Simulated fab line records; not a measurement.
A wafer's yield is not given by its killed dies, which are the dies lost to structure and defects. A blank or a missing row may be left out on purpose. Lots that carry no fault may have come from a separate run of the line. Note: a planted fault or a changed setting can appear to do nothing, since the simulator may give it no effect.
Matching of chambers    flow n5 finfet    4 sister chambers for N5_BEOL_M4_ALD_84 on ald metal-04
The step deposits TaN, pulse time 2 s, purge time 3 s, co reactant purge time 2 s. 4 wafers are shown with their chamber, then 7 later ones without.

== EACH WAFER AND ITS CHAMBER ==
wafer   chamber  heater power w (W)
L076.5  2        491
L079.4  0        385
L082.2  1        475
L082.4  3        367

== WAFERS WITHOUT THEIR CHAMBER ==
wafer   heater power w (W)
L082.5  391
L084.1  391
L084.4  462
L084.5  491
L088.1  359
L088.2  381
L088.3  463

== CHAMBER TAKEN BY EACH ==
wafer   from the rows above      in truth
L082.5  0                        0
L084.1  0                        0
L084.4  can't be placed: 1 or 2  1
L084.5  can't be placed: 2 or 1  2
L088.1  3                        3
L088.2  can't be placed: 0 or 3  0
L088.3  can't be placed: 1 or 2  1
Placed correctly: 3 of 7. Can't be placed from these rows: 4 (the true chamber is among the candidates in 4). Placed wrongly: 0.
How it was worked out, from the rows above alone: a wafer's distance from a chamber is the root of the sum, over the readings, of the square of ((its reading less the chamber's mean) divided by the reading's scatter). If the next closest chamber is less than 2 further off than the closest, the wafer can't be placed; otherwise it belongs to the closest. A chamber's mean is the mean of its shown wafers. The scatter: with one shown wafer a chamber, the root of the mean of the squares of how far each hidden wafer lies from its nearest shown one.
